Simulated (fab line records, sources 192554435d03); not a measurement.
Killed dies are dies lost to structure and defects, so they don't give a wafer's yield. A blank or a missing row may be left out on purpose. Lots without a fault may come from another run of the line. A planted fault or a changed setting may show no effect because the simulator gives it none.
A struck lot beside a sound one | flow n5_finfet | 23 steps out of a route of 1938
Sound: wafers L798.1, L798.2, L798.5. Struck: wafers L796.4, L796.5, L796.6. The cause comes at the end.
At each step with rows: each side's tool, then ch and its chambers, then its first start. Under that, the readings that differ: sound wafers | struck wafers | difference of the means | sigmas: that difference in standard deviations of wafers without a fault.
alike: readings whose means differ by less than 2 such deviations, and words and numbers that are the same on both sides. not compared: withheld readings, readings that some wafer has no value for, bounds like >300 that may hide the same value, and numbers for which the record gives no deviation and whose values overlap.
The two part at a step that has a row with sigmas, a row that says differs or no value, or rows on one side only. Numbers that don't overlap but have no deviation are shown without sigmas and don't part them. A reading that every wafer of one side lacks parts them only if that side has two wafers or more.

first, 11 steps without rows for these wafers: N5_BEOL_M5_DESCUM_16 (chemistry O2, time 7 s); N5_BEOL_M5_ETCH_72 (etches underlayer in N2/H2, target depth 6.5 nm, time 5.2 s); N5_BEOL_M5_ETCH_61 (etches SiARC in CF4, target depth 15.6 nm, time 26 s); N5_BEOL_M5_ETCH_62 (etches SOC in N2/H2, target depth 75 nm, overetch 15 nm, time 112.5 s); N5_BEOL_M5_STRIP_63 (strips in N2/H2); N5_BEOL_M5_STRIP_73 (strips in N2/H2); N5_BEOL_M5_STRIP_64 (strips in CF4); N5_BEOL_M5_HM_OPEN_17 (chemistry Cl2/BCl3, target TiN, target depth 20 nm, overetch 6 nm); N5_BEOL_M5_STRIP_19 (strips in O2); N5_BEOL_M5_COAT_65 (time 60 s, resist thk 60 nm); N5_BEOL_M5_COAT_66 (time 60 s, resist thk 12 nm).
N5_BEOL_M5_COAT_74: time 60 s, resist thk 5 nm.
  sound on litho_track-02 ch 0, day 13 23:51; struck on litho_track-05 ch 0, day 13 03:53
  reading                                         | sound                | struck               | difference | sigmas
  spin_speed_rpm (rpm)                            | 1500.8 1500.2 1499.5 | 1825.3 1826.0 1826.5 | +325.8     | +99 or more
  model.underlayer_of_BEOL_M5_COAT_74.thk_nm (nm) | 5 5 5                | 4.6 4.6 4.6          | -0.4       |
  alike: heater_power_total_W
then, 7 steps without rows for these wafers: N5_BEOL_M5_COAT_22 (resist thk 30 nm); N5_BEOL_M5_EBR_24; N5_BEOL_M5_SOFTBAKE_23 (time 60 s); N5_BEOL_M5_EXPOSE_25 (exposes mask V4, defocus 10 nm); N5_BEOL_M5_PEB_26 (peb time 60 s); N5_BEOL_M5_DEVELOP_27 (develop time 30 s); N5_BEOL_M5_DESCUM_33 (chemistry O2, time 7 s).
N5_BEOL_M5_ETCH_75: etches underlayer in N2/H2, target depth 6.5 nm, time 5.2 s.
  sound on rie_diel-03 ch 0,1, day 14 00:17; struck on rie_diel-03 ch 0,3, day 13 04:50
  reading                                      | sound             | struck            | difference | sigmas
  etch_rf_on_time_s (s)                        | 5.39 5.45 5.45    | 4.86 4.53 4.90    | -0.67      | -4
  model.CAR-EUV_of_BEOL_M5_COAT_22.thk_nm (nm) | 20.6 20.6 20.6    | 21.2 21 21.2      | +0.5       |
  model.etch.depth_nm (nm)                     | 5.011 5.015 5.004 | 4.515 4.535 4.524 | -0.485     |
  alike: drypump_motor_current_A, oes_product_au, rf_vpp_V, showerhead_plenum_p_Torr, throttle_valve_pct
  not compared: rf_hours_counter_h
N5_BEOL_M5_ETCH_67: etches SiARC in CF4, target depth 15.6 nm, time 26 s.
  sound on rie_diel-03 ch 0,1, day 14 00:18; struck on rie_diel-03 ch 0,3, day 13 04:52
  reading                                      | sound          | struck     | difference | sigmas
  model.CAR-EUV_of_BEOL_M5_COAT_22.thk_nm (nm) | 11.4 11.4 11.4 | 12 11.8 12 | +1         |
  alike: drypump_motor_current_A, etch_rf_on_time_s, mfc_ar_sccm, oes_product_au, rf_vpp_V, showerhead_plenum_p_Torr, throttle_valve_pct
  not compared: rf_hours_counter_h
then, 1 step without rows for these wafers: N5_BEOL_M5_ETCH_68 (etches SOC in N2/H2, target depth 80 nm, overetch 16 nm, time 120 s).
-- the record jumps here: 4 days lie between the struck wafers' starts before and after (it left off in module BEOL_M5 and takes up again in module PASSIVATION, whose first step shown is number 1936 of the route) --
N5_PASSIVATION_PROBE_49:
  the record has rows for the struck wafers here (prober-02, day 17 04:04) and none for the sound ones

WHERE THEY PART
First at N5_BEOL_M5_COAT_74; last, within this record, at N5_PASSIVATION_PROBE_49.

WHY: what the simulator had put in
Process parameter drift: litho_track-05, from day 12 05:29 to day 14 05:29, at N5_BEOL_M5_COAT_74. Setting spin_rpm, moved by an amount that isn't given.
